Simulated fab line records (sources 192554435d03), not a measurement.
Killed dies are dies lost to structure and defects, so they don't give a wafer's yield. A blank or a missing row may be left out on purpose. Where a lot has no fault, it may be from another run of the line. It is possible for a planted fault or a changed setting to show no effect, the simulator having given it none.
Matching of chambers ; flow n5-finfet ; 4 sister chambers for N5_HKMG_FIN_STRIP_34 on rie-diel-02
The step strips in CF4. 4 wafers are shown with their chamber, then 7 later ones without.

== EACH WAFER AND ITS CHAMBER ==
wafer;chamber;drypump-motor-current-A (A)
L076.4;1;5.3
L082.6;0;5.6
L092.1;3;4.9
L092.3;2;5.0

== WAFERS WITH NO CHAMBER GIVEN ==
wafer;drypump-motor-current-A (A)
L092.6;4.9
L093.1;5.6
L093.4;4.9
L093.6;5.0
L094.1;5.4
L094.2;5.6
L094.3;5.0

== WHICH CHAMBER EACH WENT THROUGH ==
wafer;from the rows above;in truth
L092.6;3;3
L093.1;0;0
L093.4;3;3
L093.6;2;2
L094.1;1;1
L094.2;0;0
L094.3;2;2
Correct placement for 7 of the 7. From these rows, 0 cannot be placed. Placed wrongly: 0.
How it was worked out, from the rows above alone: a wafer's distance from a chamber is the root of the sum, over the readings, of the square of ((its reading less the chamber's mean) divided by the reading's scatter). The wafer belongs to the nearest chamber; if the next one is less than 2 further off, it can't be placed. The mean given for a chamber averages the wafers shown for that chamber. The scatter: with one shown wafer a chamber, the root of the mean of the squares of how far each hidden wafer lies from its nearest shown one.
